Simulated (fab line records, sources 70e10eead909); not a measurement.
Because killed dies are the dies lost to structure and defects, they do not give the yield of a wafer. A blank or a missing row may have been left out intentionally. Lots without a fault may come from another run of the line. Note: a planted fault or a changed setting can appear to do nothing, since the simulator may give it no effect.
Chamber matching ; flow nand harc ; NHARC_A_M1_STRIP_18 on rie diel-09 has 4 sister chambers
The step strips in N2/H2. 14 wafers are shown with their chamber, then 7 later ones without.

## WAFERS WITH THEIR CHAMBER
wafer;chamber;drypump motor current A (A);rf vpp V (V);throttle valve pct (%)
L075.1;1;5.2;91.8;14.176
L075.2;2;6.5;92.4;14.179
L075.4;0;5.6;92.9;14.170
L079.1;3;6.0;89.0;14.167
L079.4;2;6.5;89.8;14.183
L079.6;2;6.5;90.4;14.167
L077.1;1;5.2;91.8;14.162
L077.3;2;6.5;91.9;14.166
L077.6;3;6.0;89.8;14.170
L084.1;0;5.7;91.1;14.161
L084.4;2;6.5;91.7;14.181
L084.6;3;6.0;91.1;14.173
L091.1;0;5.7;91.5;14.160
L091.3;1;5.2;91.4;14.164

SIGNATURES, as means of the wafers listed above
reading;chamber 0;chamber 1;chamber 2;chamber 3;scatter within a chamber
drypump motor current A;5.667;5.200;6.500;6.000;0.0258
rf vpp V;91.833;91.667;91.240;89.967;0.944
throttle valve pct;14.16367;14.16733;14.17520;14.17000;0.00674
Rule: distance of a wafer from a chamber = root of the sum over the readings of ((wafer's reading minus chamber's mean) / reading's scatter) squared. The wafer belongs to the nearest chamber; if the next one is less than 2 further off, it can't be placed. The scatter: the root of (the sum of the squares of (reading less its chamber's mean) over the shown wafers, divided by (wafers less chambers)).

## WAFERS WHOSE CHAMBER IS MISSING
wafer;drypump motor current A (A);rf vpp V (V);throttle valve pct (%)
L091.4;6.0;91.2;14.168
L095.1;6.5;90.9;14.148
L095.2;6.0;91.0;14.172
L095.4;5.2;91.7;14.182
L097.1;6.5;90.5;14.170
L097.5;6.5;91.2;14.177
L097.6;5.2;91.6;14.161

## CHAMBER TAKEN BY EACH
wafer;from the rows above;in truth
L091.4;3;3
L095.1;2;2
L095.2;3;3
L095.4;1;1
L097.1;2;2
L097.5;2;2
L097.6;1;1
7 of 7 placed correctly. Left unplaced by these rows: 0. Wrongly placed: 0.
